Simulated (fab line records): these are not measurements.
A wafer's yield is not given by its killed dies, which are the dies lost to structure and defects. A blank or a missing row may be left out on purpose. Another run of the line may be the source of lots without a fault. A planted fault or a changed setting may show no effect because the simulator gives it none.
Matching of chambers -- flow n5Finfet -- rieDiel-01 running N5_BEOL_M14_ETCH_59: 4 sister chambers
The step etches BARC in N2/H2, target depth 89 nm, overetch 26.7 nm, time 67.9 s. 8 wafers are shown with their chamber, then 12 later ones without.

## WAFERS PAIRED WITH THEIR CHAMBERS
wafer,chamber,drypumpMotorCurrentA (A),showerheadPlenumPTorr (Torr)
L082.5,0,5.9,2.68
L086.5,2,5.9,2.66
L089.2,1,5.3,2.59
L089.3,3,5.3,2.55
L089.5,1,5.3,2.59
L092.3,3,5.2,2.55
L092.4,0,5.9,2.67
L092.5,2,5.9,2.66

## WAFERS MISSING THEIR CHAMBER
wafer,drypumpMotorCurrentA (A),showerheadPlenumPTorr (Torr)
L091.2,5.9,2.66
L091.4,5.3,2.58
L091.6,5.3,2.58
L093.1,5.9,2.67
L093.2,5.2,2.55
L093.6,5.2,2.55
L096.1,5.9,2.67
L096.2,5.3,2.58
L096.4,5.3,2.55
L095.2,5.9,2.66
L095.3,5.2,2.55
L095.6,5.9,2.66

## EACH ONE'S CHAMBER
wafer,from the rows above,in truth
L091.2,2,2
L091.4,1,1
L091.6,1,1
L093.1,can't be placed: 0 or 2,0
L093.2,3,3
L093.6,3,3
L096.1,can't be placed: 0 or 2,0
L096.2,1,1
L096.4,3,3
L095.2,2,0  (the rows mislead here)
L095.3,3,3
L095.6,2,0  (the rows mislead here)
Correct placement for 8 of the 12. Unplaceable from these rows: 2, with the true chamber sitting among the candidates in 2. Number placed wrongly: 2.
How it was worked out, from the rows above alone: a wafer's distance from a chamber is the root of the sum, over the readings, of the square of ((its reading less the chamber's mean) divided by the reading's scatter). If the next closest chamber is less than 2 further off than the closest, the wafer can't be placed; otherwise it belongs to the closest. The mean given for a chamber averages the wafers shown for that chamber. The scatter: take each reading less its chamber's mean, square it, sum over the shown wafers, divide by the number of wafers less the number of chambers, and take the root.
